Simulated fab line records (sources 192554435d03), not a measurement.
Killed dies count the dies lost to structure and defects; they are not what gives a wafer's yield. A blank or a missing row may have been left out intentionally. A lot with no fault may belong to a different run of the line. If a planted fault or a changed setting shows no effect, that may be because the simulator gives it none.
Split-lot study	flow n5Finfet	route with 1938 steps; 7 lots, 39 wafers read

ON THE SPLIT
At N5_BEOL_M0_CUTY_DESCUM_61 (chemistry O2, time 7.9 s), the setting timeS was moved away from the recipe's 7.9 s on 6 of the 39 wafers read, by -39.2% to +41.5%. The other wafers ran this setting at the recipe's value.

The reading comes from the split's own step.

THE READING
CAR-ArF-block_of_BEOL_M0_CUTY_COAT_51.thkNm (the simulator's own value, which no gauge read), in nm, at N5_BEOL_M0_CUTY_DESCUM_61 (chemistry O2, time 7.9 s). The file does not state a usual value for it. Here, 33 wafers ran the recipe; their average is 143.6 nm with a standard deviation of 0.45 nm.

wafer	tool, chamber at the split	timeS as run, s	against the recipe	CAR-ArF-block_of_BEOL_M0_CUTY_COAT_51.thkNm, nm	against lot-mates on the recipe
L082.1	rieDiel-05, 2	7.9	recipe	143.8	-
L082.2	rieDiel-05, 3,0,1,0	7.9	recipe	144.2	-
L082.3	rieDiel-05, 3,0,1,0	7.9	recipe	144.2	-
L082.4	rieDiel-05, 3,0,1,0	7.9	recipe	144.2	-
L082.6	rieDiel-05, 3,0,1,0	7.9	recipe	144.2	-
L082.5	rieDiel-05, 3	7.9	recipe	144	-
L083.1	rieDiel-01, 2,1,0	7.9	recipe	143	-
L083.5	rieDiel-01, 2,1,0	7.9	recipe	143	-
L083.6	rieDiel-01, 2,1,0	7.9	recipe	143	-
L083.2	rieDiel-01, 3	4.805	-39.2%	144.8	+1.8
L083.3	rieDiel-01, 0	4.805	-39.2%	145	+2.0
L083.4	rieDiel-01, 1	4.805	-39.2%	144.6	+1.6
L087.1	rieDiel-01, 1	7.9	recipe	143	-
L087.2	rieDiel-01, 2,3,2	7.9	recipe	143.4	-
L087.4	rieDiel-01, 2,3,2	7.9	recipe	143.4	-
L087.6	rieDiel-01, 2,3,2	7.9	recipe	143.4	-
L087.3	rieDiel-01, 0,3	7.9	recipe	143.2	-
L087.5	rieDiel-01, 0,3	7.9	recipe	143.2	-
L090.1	rieDiel-04, 3,2,3	7.9	recipe	143	-
L090.4	rieDiel-04, 3,2,3	7.9	recipe	143	-
L090.5	rieDiel-04, 3,2,3	7.9	recipe	143	-
L091.1	rieDiel-01, 0	7.9	recipe	144.4	-
L091.2	rieDiel-01, 1	7.9	recipe	144	-
L091.3	rieDiel-01, 3,3,1	7.9	recipe	143.6	-
L091.4	rieDiel-01, 3,3,1	7.9	recipe	143.6	-
L091.6	rieDiel-01, 3,3,1	7.9	recipe	143.6	-
L091.5	rieDiel-01, 0	7.9	recipe	144.2	-
L093.1	rieDiel-01, 0	11.18	+41.5%	141.8	-1.9
L093.2	rieDiel-01, 2,3	7.9	recipe	143.6	-
L093.5	rieDiel-01, 2,3	7.9	recipe	143.6	-
L093.3	rieDiel-01, 1	11.18	+41.5%	141.6	-2.1
L093.4	rieDiel-01, 3	7.9	recipe	143.8	-
L093.6	rieDiel-01, 2	11.18	+41.5%	142	-1.7
L095.1	rieDiel-01, 2	7.9	recipe	143.8	-
L095.5	rieDiel-01, 2	7.9	recipe	143.8	-
L095.2	rieDiel-01, 0	7.9	recipe	143.6	-
L095.3	rieDiel-01, 1,3	7.9	recipe	144.2	-
L095.4	rieDiel-01, 1,3	7.9	recipe	144.2	-
L095.6	rieDiel-01, 3	7.9	recipe	143.4	-
If several chambers appear in one row, that row covers several wafers at once and the file leaves open which wafer was in which chamber.

THE FIT
A straight line over all 39 wafers: CAR-ArF-block_of_BEOL_M0_CUTY_COAT_51.thkNm changes by -0.0373 nm for each +1% of timeS; r = -0.81; the points scatter about the line by 0.44 nm.
The same after taking each lot's own level away (the mean of its wafers on the recipe; 39 wafers): -0.0454 nm for each +1%; r = -0.96; scatter 0.21 nm.
On that fit, the largest move of timeS shifts the reading by 1.9 nm.
From 143.00 to 144.10 nm: that is the span of the lots' own levels, equal to 2.5 times the standard deviation above.
Thus the slope moves with the lot-to-lot level: the two fits are different.
Check: -1.89 nm against its lot-mates is what the line predicts for one of the wafers moved furthest among these (+41.5%) when that wafer is left out of the fit. Against them it came out at -1.87 nm.

ADDITIONAL SPLITS CARRIED BY THESE WAFERS
Other splits were also applied to these wafers ahead of the reading. Each is held against what the fit with the lots' levels taken away leaves over:
other split on the same wafers	wafers away from the commonest value	r with CAR-ArF-block_of_BEOL_M0_CUTY_COAT_51.thkNm (lot level and that fit taken away)
N5_DUMMY_GATE_ETCH_31 targetDepthA	18	-0.03
N5_GATE_CUT_DESCUM_18 timeS	12	-0.18
N5_MOL_CONTACT_COAG_ETCH_67 targetDepthA	15	-0.01

THE FILE'S OWN FIT
CAR-ArF-block_of_BEOL_M0_CUTY_COAT_51.thkNm changes by -0.0454 nm for each +1% of timeS, r = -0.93.
